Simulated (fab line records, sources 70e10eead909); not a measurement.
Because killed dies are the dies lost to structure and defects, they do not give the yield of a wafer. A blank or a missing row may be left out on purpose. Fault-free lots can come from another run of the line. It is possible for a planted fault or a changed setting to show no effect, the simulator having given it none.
fab line records	flow nandHarc
record: lots: 7	wafers: 21	lastDay: 24
route steps=1159 shown A_BLC@970 END@1159
lots that met no fault: taken from a fault-free run of the same line
startH: start of the lot's first displayed wafer, in hours after the record's first day	waitH: time in hours since the lot's previous step	" repeats the value in the row above	L1.1+2: one row covering several wafers at once	- either no value or no given start	* or withheld: withheld	< > ~ a bound
route shown NAME@n: names a module that has steps shown in the file, with the first one's number in the route	usual: the fault-free wafers' mean and standard deviation	same: alike in all rows	chamber/n: place in a boat	sites: readings site by site	_std_site: standard deviation across them	_edge_site: mean of outer sites minus mean of inner sites	radiusMm: how far each site lies from the wafer's centre	mask NAME#n: copy n	behind: the last tool/chamber to shape the wafer	hold: reason for holding the lot/hours on hold/outcome of the hold	device: the transistor (n, p or np) that didn't switch	end of line: tests run on the same wafers once the route is complete	step lacking rows: just its recipe	killed: count of dies lost to structure and defects at first sort (not the wafer's yield)	map: a wafer's dies, x killed, . not, _ none there
set.NAME: setting as actually run; set.NAME@STEP: the setting as run at that earlier step	model.NAME: the simulator's own value behind a step, which no gauge read
lots seen at some steps along the route; tables by step, rows by wafer
services: the hour from which a tool's chamber was out of use, counted from the record's first day as startH (under 0 if before that day), plus the number of hours and why
== steps ==
step: NHARC_A_BLC_EBR_06
step: NHARC_A_BLC_EXPOSE_07
recipe: na: 1.35	targetCdNm: 100	doseMj: 67.97	maskId: A_BLC
step: NHARC_A_BLC_PEB_08
recipe: pebTempC: 100	pebTimeS: 65
step: NHARC_A_BLC_DEVELOP_09
recipe: developTimeS: 35	devTempC: 23
step: NHARC_A_BLC_CD_MEAS_10
recipe: targetCdNm: 100	landingEnergyEv: 500
usual: cdNm: 100.1/0.61
lot.wafer	tool	chamber	startH	waitH	cdNm
L445.3	cdSem-03	0	397.73	-	100.8
L445.4	"	0	"	"	100.6
L445.5	"	0	"	"	99.7
L443.2	cdSem-03	0	399.55	-	100.0
L443.5	"	0	"	"	99.9
L443.6	"	0	"	"	99.6
L452.3	cdSem-03	0	446.66	-	99.9
L452.4	"	0	"	"	99.8
L452.6	"	0	"	"	99.6
L453.1	cdSem-03	0	448.45	-	100.1
L453.2	"	0	"	"	100.3
L453.6	"	0	"	"	100.9
L456.1	cdSem-03	0	453.29	-	100.2
L456.4	"	0	"	"	99.9
L456.6	"	0	"	"	99.5
L461.1	cdSem-03	0	483.45	-	99.2
L461.4	"	0	"	"	99.5
L461.5	"	0	"	"	99.7
L466.3	cdSem-03	0	520.28	-	99.6
L466.4	"	0	"	"	99.4
L466.6	"	0	"	"	99.3
step: NHARC_A_BLC_OVL_MEAS_11
usual: overlayXNm: -0.2/0.95	overlayYNm: 0.3/0.81
lot.wafer	tool	chamber	startH	waitH	overlayXNm	overlayYNm
L445.3	overlay-01	-	397.82	-	0.3	-0.1
L445.4	"	-	"	"	0.5	0.2
L445.5	"	-	"	"	0.2	0.0
L443.2	overlay-01	-	399.63	-	-0.3	0.5
L443.5	"	-	"	"	0.0	1.0
L443.6	"	-	"	"	-0.3	0.7
L452.3	overlay-01	-	446.74	-	1.2	2.8
L452.4	"	-	"	"	0.3	2.0
L452.6	"	-	"	"	0.6	2.4
L453.1	overlay-02	-	448.54	-	0.8	-0.7
L453.2	"	-	"	"	1.0	-0.4
L453.6	"	-	"	"	1.2	-0.3
L456.1	overlay-01	-	453.38	-	-0.3	0.1
L456.4	"	-	"	"	0.3	0.4
L456.6	"	-	"	"	0.3	0.3
L461.1	overlay-01	-	483.54	-	-0.6	0.7
L461.4	"	-	"	"	-1.2	0.5
L461.5	"	-	"	"	-0.9	0.5
L466.3	overlay-01	-	520.36	-	-0.5	0.9
L466.4	"	-	"	"	-0.8	0.3
L466.6	"	-	"	"	-1.3	1.1
step: NHARC_A_BLC_INSPECT_12
usual: rawDefectCount: 32/16
lot.wafer	tool	chamber	startH	waitH	rawDefectCount
L445.3	defectInspect-02	-	397.85	0.0	28
L445.4	"	-	"	"	25
L445.5	"	-	"	"	18
L443.2	defectInspect-02	-	399.67	0.0	35
L443.5	"	-	"	"	41
L443.6	"	-	"	"	28
L452.3	defectInspect-02	-	446.78	0.0	46
L452.4	"	-	"	"	36
L452.6	"	-	"	"	42
L453.1	defectInspect-01	-	448.58	0.0	32
L453.2	"	-	"	"	34
L453.6	"	-	"	"	23
L456.1	defectInspect-01	-	453.41	0.0	56
L456.4	"	-	"	"	37
L456.6	"	-	"	"	58
L461.1	defectInspect-02	-	483.58	0.0	37
L461.4	"	-	"	"	30
L461.5	"	-	"	"	50
L466.3	defectInspect-02	-	520.40	0.0	34
L466.4	"	-	"	"	31
L466.6	"	-	"	"	39
step: NHARC_A_BLC_DESCUM_15
recipe: timeS: 3	o2FlowSccm: 200	arFlowSccm: 0	biasPowerW: 0	chemistry: O2
usual: drypumpMotorCurrentA: 5.6/0.49	oesProductAu: 1.002/0.012	rfVppV: 57.7/0.91	showerheadPlenumPTorr: 1.90/0.074	throttleValvePct: 11.312/0.0086
lot.wafer	tool	chamber	startH	waitH	drypumpMotorCurrentA	oesProductAu	rfHoursCounterH	rfVppV	showerheadPlenumPTorr	throttleValvePct
L445.3	rieDiel-07	0	397.98	0.1	6.3	0.987	16	55.9	1.99	11.317
L445.4	"	2	"	"	5.4	1.008	15	57.9	1.85	11.312
L445.5	"	1	"	"	5.0	1.014	-	58.4	1.82	11.306
L443.2	rieDiel-06	1	399.73	0.1	6.0	1.005	52	58.7	1.92	11.313
L443.5	"	1	"	"	6.0	1.000	-	57.4	1.92	11.301
L443.6	"	2	"	"	5.4	0.999	-	58.2	2.06	11.320
L452.4	rieDiel-11	0	446.84	0.1	6.6	0.990	9	57.5	1.80	11.305
L452.3	"	2	"	"	5.8	0.995	7	57.9	1.97	11.306
L452.6	"	3	"	"	5.8	0.987	-	58.6	1.94	11.323
L453.1	rieDiel-06	0	448.64	0.1	5.1	1.004	9	57.7	1.83	11.302
L453.2	"	2	"	"	5.5	1.007	9	58.3	2.05	11.303
L453.6	"	0	"	"	5.1	1.015	-	58.6	1.83	11.309
L456.1	rieDiel-07	1	453.49	0.1	4.9	1.012	4	59.2	1.82	11.345
L456.6	"	3	"	"	5.3	1.014	-	59.1	1.94	11.315
L456.4	"	2	"	"	5.4	1.004	-	60.6	1.85	11.312
L461.1	rieDiel-07	3	483.64	0.1	5.3	1.003	7	58.1	1.94	11.306
L461.4	"	1	"	"	4.9	1.020	7	56.0	1.81	11.313
L461.5	"	0	"	"	6.3	1.006	-	57.7	1.99	11.327
L466.3	rieDiel-11	3	520.46	0.1	5.8	0.985	16	58.4	1.94	11.309
L466.4	"	1	"	"	5.7	0.986	13	60.0	1.92	11.318
L466.6	"	3	"	"	5.8	0.983	-	57.2	1.94	11.332
step: NHARC_A_BLC_ETCH_16
recipe: targetDepthA: 390	overEtchFrac: 0.3	timeS: 65	ionEnergyEv: 80	cf4FlowSccm: 150	arFlowSccm: 0	rfW: 300	biasW: 100	chemistry: CF4
usual: drypumpMotorCurrentA: 5.6/0.5	oesProductAu: 1.002/0.011	rfVppV: 151.1/1	showerheadPlenumPTorr: 1.76/0.064	throttleValvePct: 13.284/0.0091
lot.wafer	tool	chamber	startH	waitH	drypumpMotorCurrentA	oesProductAu	rfHoursCounterH	rfVppV	showerheadPlenumPTorr	throttleValvePct
L445.4	rieDiel-07	0	398.06	0.1	6.3	0.992	16	151.6	1.84	13.289
L445.3	"	3	"	"	5.3	0.992	17	151.0	1.79	13.289
L445.5	"	1	"	"	4.9	1.003	-	149.9	1.69	13.282
L443.2	rieDiel-06	0	399.85	0.1	5.1	0.981	55	150.5	1.70	13.281
L443.6	"	1	"	"	6.0	1.007	-	151.9	1.77	13.294
L443.5	"	0	"	"	5.1	0.986	-	149.9	1.70	13.288
L452.3	rieDiel-11	0	446.92	0.1	6.6	0.990	9	149.7	1.67	13.288
L452.4	"	2	"	"	5.8	0.985	7	151.1	1.81	13.297
L452.6	"	0	"	"	6.5	0.986	-	151.1	1.67	13.277
L453.2	rieDiel-06	2	448.74	0.1	5.5	1.006	9	152.5	1.89	13.286
L453.1	"	1	"	"	6.0	1.020	9	150.6	1.77	13.275
L453.6	"	0	"	"	5.1	1.013	-	149.0	1.70	13.279
L456.1	rieDiel-07	2	453.59	0.1	5.4	0.992	4	150.8	1.72	13.274
L456.6	"	1	"	"	5.0	1.014	-	150.5	1.68	13.285
L456.4	"	2	"	"	5.4	0.996	-	151.7	1.72	13.282
L461.4	rieDiel-07	0	483.72	0.1	6.3	0.999	2	153.5	1.84	13.276
L461.1	"	3	"	"	5.3	1.012	7	150.0	1.79	13.286
L461.5	"	1	"	"	4.9	1.016	-	150.7	1.68	13.286
L466.4	rieDiel-11	3	520.54	0.1	5.8	1.001	16	152.0	1.79	13.272
L466.3	"	2	"	"	5.8	1.007	15	152.5	1.81	13.297
L466.6	"	0	"	"	6.6	1.005	-	149.7	1.67	13.280
step: NHARC_A_BLC_ETCH_17
recipe: targetDepthA: 3900	overEtchFrac: 0.25	timeS: 609.38	ionEnergyEv: 200	n2FlowSccm: 150	h2FlowSccm: 150	arFlowSccm: 0	rfW: 400	biasW: 150	chemistry: N2/H2
usual: drypumpMotorCurrentA: 5.6/0.51	oesProductAu: 1.002/0.012	rfVppV: 430.1/2.4	showerheadPlenumPTorr: 2.02/0.082	throttleValvePct: 14.170/0.0095
lot.wafer	tool	chamber	startH	waitH	drypumpMotorCurrentA	oesProductAu	rfHoursCounterH	rfVppV	showerheadPlenumPTorr	throttleValvePct
L445.4	rieDiel-07	1	-	-	4.9	1.020	16	427.5	1.93	14.170
L445.3	"	0	"	"	6.3	0.992	16	432.1	2.13	14.164
L445.5	"	2	"	"	5.4	1.005	-	428.1	1.97	14.157
L443.2	rieDiel-06	2	-	-	5.5	0.998	49	434.9	2.20	14.163
L443.6	"	2	"	"	5.4	1.010	-	433.9	2.20	14.167
L443.5	"	0	"	"	5.1	0.986	-	426.9	1.95	14.160
L452.4	rieDiel-11	0	-	-	6.5	0.983	9	428.9	1.91	14.175
L452.3	"	2	"	"	5.8	0.986	8	431.9	2.10	14.185
L452.6	"	1	"	"	5.7	0.990	-	431.8	2.05	14.151
L453.1	rieDiel-06	1	-	-	6.0	1.022	9	429.7	2.04	14.167
L453.2	"	0	"	"	5.1	1.018	9	427.7	1.95	14.187
L453.6	"	2	"	"	5.5	1.013	-	434.8	2.19	14.167
L456.1	rieDiel-07	2	-	-	5.4	0.994	4	428.2	1.97	14.153
L456.4	"	1	"	"	4.9	1.023	-	426.6	1.93	14.173
L456.6	"	3	"	"	5.3	1.004	-	432.3	2.07	14.181
L461.4	rieDiel-07	2	-	-	5.4	0.995	7	429.4	1.97	14.167
L461.1	"	3	"	"	5.3	1.016	7	432.8	2.07	14.161
L461.5	"	1	"	"	4.9	1.017	-	426.5	1.93	14.179
L466.4	rieDiel-11	2	-	-	5.8	0.989	16	431.0	2.10	14.172
L466.3	"	3	"	"	5.8	0.976	17	430.6	2.07	14.174
L466.6	"	1	"	"	5.7	0.987	-	431.5	2.05	14.166
step: NHARC_A_BLC_ETCH_18
recipe: targetDepthA: 9100	c4f8FlowSccm: 20	o2FlowSccm: 10	arFlowSccm: withheld	rfW: 600	biasW: 1500	chemistry: C4F8/O2/Ar
usual: oesProductAu: 0.956/0.021	rfVppV: 978/5.1
lot.wafer	tool	chamber	startH	waitH	oesProductAu	rfHoursCounterH	rfVppV
L445.3	rieDiel-07	1	-	-	0.944	16	972
L445.4	"	3	"	"	0.934	17	981
L445.5	"	1	"	"	0.942	-	971
L443.2	rieDiel-06	0	-	-	0.913	55	973
L443.6	"	0	"	"	0.917	-	975
L443.5	"	1	"	"	0.931	-	979
L452.4	rieDiel-11	3	-	-	0.950	9	981
L452.3	"	0	"	"	0.956	9	971
L452.6	"	2	"	"	0.973	-	982
L453.2	rieDiel-06	1	-	-	0.959	10	980
L453.1	"	2	"	"	0.951	10	987
L453.6	"	0	"	"	0.962	-	972
L456.4	rieDiel-07	0	-	-	0.925	0	984
L456.1	"	1	"	"	0.988	5	972
L456.6	"	0	"	"	0.932	-	983
L461.4	rieDiel-07	0	-	-	0.973	2	984
L461.1	"	3	"	"	0.968	7	979
L461.5	"	0	"	"	0.964	-	985
L466.4	rieDiel-11	2	-	-	0.975	16	981
L466.3	"	0	"	"	0.957	18	970
L466.6	"	2	"	"	0.963	-	981
step: NHARC_A_BLC_CD_MEAS_19
usual: cdNm: 99.6/2
lot.wafer	tool	chamber	startH	waitH	cdNm
L445.3	cdSem-03	-	398.95	-	99.8
L445.4	"	-	"	"	99.3
L445.5	"	-	"	"	97.0
L443.2	cdSem-03	-	400.88	-	99.4
L443.5	"	-	"	"	100.4
L443.6	"	-	"	"	100.7
L452.3	cdSem-03	-	447.80	-	101.8
L452.4	"	-	"	"	99.6
L452.6	"	-	"	"	98.5
L453.1	cdSem-03	-	449.79	-	105.3
L453.2	"	-	"	"	102.9
L453.6	"	-	"	"	102.6
L456.1	cdSem-01	-	454.56	-	101.2
L456.4	"	-	"	"	98.5
L456.6	"	-	"	"	100.1
L461.1	cdSem-03	-	484.61	-	100.6
L461.4	"	-	"	"	98.8
L461.5	"	-	"	"	95.8
L466.3	cdSem-01	-	521.43	-	98.4
L466.4	"	-	"	"	100.7
L466.6	"	-	"	"	97.6
step: NHARC_A_BLC_STRIP_29
recipe: cf4FlowSccm: 150	arFlowSccm: 0	biasW: 0	chemistry: CF4
usual: biasW: 0/0	cf4FlowSccm: 149.9/0.42	drypumpMotorCurrentA: 5.6/0.51	oesProductAu: 1.000/0.011	rfVppV: 59.4/0.89	showerheadPlenumPTorr: 1.76/0.06	throttleValvePct: 13.282/0.0094
lot.wafer	tool	chamber	startH	waitH	biasW	cf4FlowSccm	drypumpMotorCurrentA	oesProductAu	rfHoursCounterH	rfVppV	showerheadPlenumPTorr	throttleValvePct
L445.3	rieDiel-07	3	399.02	0.1	0	150.2	5.3	0.997	17	58.5	1.79	13.285
L445.4	"	2	"	"	0	150.0	5.4	1.007	15	60.7	1.72	13.274
L445.5	"	0	"	"	0	149.8	6.3	0.999	-	60.8	1.84	13.289
L443.2	rieDiel-07	1	400.95	0.1	0	149.9	4.9	1.006	16	58.2	1.69	13.286
L443.6	"	1	"	"	0	150.2	4.9	1.017	-	60.5	1.69	13.282
L443.5	"	2	"	"	0	149.5	5.3	1.012	-	58.6	1.72	13.287
L452.3	rieDiel-07	1	447.89	0.1	-	-	-	-	-	-	-	-
L452.6	"	1	"	"	-	-	-	-	-	-	-	-
L452.4	"	2	"	"	-	-	-	-	-	-	-	-
L453.1	rieDiel-11	2	449.89	0.1	-	-	-	-	-	-	-	-
L453.2	"	3	"	"	-	-	-	-	-	-	-	-
L453.6	"	1	"	"	-	-	-	-	-	-	-	-
L456.4	rieDiel-07	2	454.64	0.1	-	-	-	-	-	-	-	-
L456.1	"	3	"	"	-	-	-	-	-	-	-	-
L456.6	"	3	"	"	-	-	-	-	-	-	-	-
L461.4	rieDiel-07	1	484.69	0.1	0	149.9	4.9	1.020	7	59.0	1.68	13.274
L461.1	"	3	"	"	0	149.8	5.3	1.009	7	58.9	1.79	13.288
L461.5	"	0	"	"	0	149.8	6.3	0.994	-	59.1	1.84	13.293
L466.3	rieDiel-11	1	521.50	0.1	0	149.9	5.7	0.992	13	62.1	1.78	13.275
L466.4	"	2	"	"	0	150.4	5.8	0.988	16	59.9	1.81	13.262
L466.6	"	1	"	"	0	149.3	5.7	0.990	-	59.3	1.78	13.272
step: NHARC_A_BLC_STRIP_21
recipe: o2FlowSccm: 500	arFlowSccm: 0	biasW: 0	chemistry: O2
usual: chamberPressureMTorr: 60.00/0.06	drypumpMotorCurrentA: 5.7/0.51	oesProductAu: 1.001/0.011	rfVppV: 57.6/0.84	showerheadPlenumPTorr: 3.50/0.12	throttleValvePct: 17.036/0.0088
same: biasW: 0
lot.wafer	tool	chamber	startH	waitH	chamberPressureMTorr	drypumpMotorCurrentA	oesProductAu	rfHoursCounterH	rfVppV	showerheadPlenumPTorr	throttleValvePct
L445.4	rieDiel-07	3	399.13	0.1	59.96	5.3	1.001	17	56.7	3.58	17.045
L445.3	"	0	"	"	59.96	6.3	0.989	16	57.9	3.67	17.039
L445.5	"	2	"	"	59.92	5.4	0.993	-	57.6	3.42	17.032
L443.2	rieDiel-07	0	401.08	0.1	60.14	6.3	0.991	17	58.0	3.67	17.031
L443.5	"	1	"	"	60.08	5.0	1.016	-	57.9	3.36	17.038
L443.6	"	2	"	"	60.03	5.4	1.017	-	56.8	3.42	17.041
L452.3	rieDiel-07	3	448.05	0.1	59.96	5.3	1.010	4	58.2	3.57	17.038
L452.4	"	2	"	"	59.97	5.4	0.998	-	57.3	3.42	17.046
L452.6	"	3	"	"	60.04	5.3	1.013	-	57.8	3.57	17.051
L453.2	rieDiel-11	2	449.98	0.1	60.03	5.8	0.993	8	57.5	3.62	17.029
L453.1	"	0	"	"	60.07	6.6	0.989	9	57.6	3.33	17.044
L453.6	"	1	"	"	60.00	5.7	0.996	-	58.7	3.55	17.041
L456.1	rieDiel-07	1	454.74	0.1	60.00	4.9	1.013	5	58.3	3.36	17.041
L456.4	"	0	"	"	60.08	6.3	0.997	0	58.7	3.67	17.048
L456.6	"	1	"	"	59.99	5.0	1.015	-	57.3	3.36	17.037
L461.4	rieDiel-07	1	484.79	0.1	60.07	5.0	1.017	7	57.3	3.36	17.038
L461.1	"	3	"	"	60.07	5.3	1.017	7	57.7	3.57	17.046
L461.5	"	2	"	"	60.08	5.3	0.998	-	57.1	3.42	17.018
L466.4	rieDiel-11	0	521.60	0.1	60.00	6.6	0.995	18	57.3	3.33	17.030
L466.3	"	1	"	"	60.01	5.7	1.010	14	57.7	3.54	17.040
L466.6	"	0	"	"	60.01	6.6	0.998	-	57.8	3.33	17.036
step: NHARC_END_SORT_01
recipe: tempC: 25
usual: killedAtArray: 27/11	killedAtOther: 0.6/0.89	killedAtPeriphery: 3.0/2.4	killedDies: 31/12	killedOpen: 3.2/1.6	killedShort: 2.0/1.5
same: grossDies: 677
lot.wafer	tool	chamber	startH	waitH	killedAtArray	killedAtOther	killedAtPeriphery	killedDies	killedOpen	killedShort
L456.1	prober-02	0	506.58	2.5	41	0	2	43	4	1
L456.4	prober-02	0	509.00	3.4	39	0	2	41	4	2
L456.6	prober-02	0	510.62	4.0	40	0	1	41	1	2
killed by level:class
L456.1 A_CHANNEL_HOLE_D1:chamberFilmFlake=18 A_SLIT:chamberFilmFlake=14 A_SOURCE_PLATE:geometricParticle:open=2 A_BLC:geometricParticle:open=2 P_GATE:chamberFilmFlake=2 A_CONTACT:chamberFilmFlake=2 A_ONON_D1:geometricParticle:short=1 A_CHANNEL_FILL_D1:chamberFilmFlake=1
L456.4 A_CHANNEL_HOLE_D1:chamberFilmFlake=12 A_SLIT:chamberFilmFlake=12 A_STAIRCASE:chamberFilmFlake=4 A_BLC:chamberFilmFlake=4 P_M0:geometricParticle:short=1 P_M1:geometricParticle:open=1 A_ONON_D1:geometricParticle:short=1 A_CHANNEL_FILL_D1:geometricParticle:open=1
L456.6 A_SLIT:chamberFilmFlake=18 A_CHANNEL_HOLE_D1:chamberFilmFlake=12 A_BLC:chamberFilmFlake=3 A_WL_FILL:geometricParticle:short=2 A_STAIRCASE:chamberFilmFlake=2 A_CONTACT:chamberFilmFlake=2 A_SOURCE_PLATE:geometricParticle:open=1 P_STI:chamberFilmFlake=1
== services ==
tool	chamber	startH	hours	kind
rieDiel-07	0	384.20	-	clean
rieDiel-07	1	384.20	-	clean
rieDiel-07	2	384.20	-	clean
rieDiel-07	3	384.20	-	clean
rieDiel-06	3	388.05	109.3	repair
rieDiel-11	1	388.87	23.6	repair
rieDiel-07	3	393.45	2.6	repair
rieDiel-11	2	396.24	2.6	repair
rieDiel-07	-	405.20	9.0	pm
rieDiel-07	0	405.20	48.6	ventCycle
rieDiel-07	1	405.20	9.0	ventCycle
rieDiel-07	2	405.20	9.0	ventCycle
rieDiel-07	3	405.20	9.0	ventCycle
rieDiel-07	1	414.20	-	clean
rieDiel-07	2	414.20	-	clean
rieDiel-07	3	414.20	-	clean
rieDiel-06	-	418.55	9.0	pm
rieDiel-07	1	438.84	-	clean
rieDiel-07	2	438.84	-	clean
rieDiel-11	-	439.17	1.7	repair
rieDiel-06	1	461.46	1.2	repair
rieDiel-06	-	507.69	0.9	repair
rieDiel-11	-	510.97	0.4	repair
rieDiel-11	3	514.06	3.8	repair
== key ==
firstSign: step: NHARC_A_BLC_STRIP_29	reading: toolRecord	direction: missing
effect none on later readings
metAt NHARC_A_BLC_STRIP_29
struckWafers L452.3,L452.4,L452.6,L453.1,L453.2,L453.6,L456.1,L456.4,L456.6
testerLeftOut L452,L453,L456
onsetBetween 400.95 447.89
fault: kind: skippedStepWhole	tool: rieDiel-07,rieDiel-11	chamber: -	onsetH: 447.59	steps: NHARC_A_BLC_STRIP_29	scope: struckLotsOnly
testerLeftOut: of these lots the tester's yield and bins aren't shown, on N5 and GAA mostly nor the transistor test; their killed dies are dies lost to structure and defects alone, not to doping, threshold or leakage, so they don't give the yield
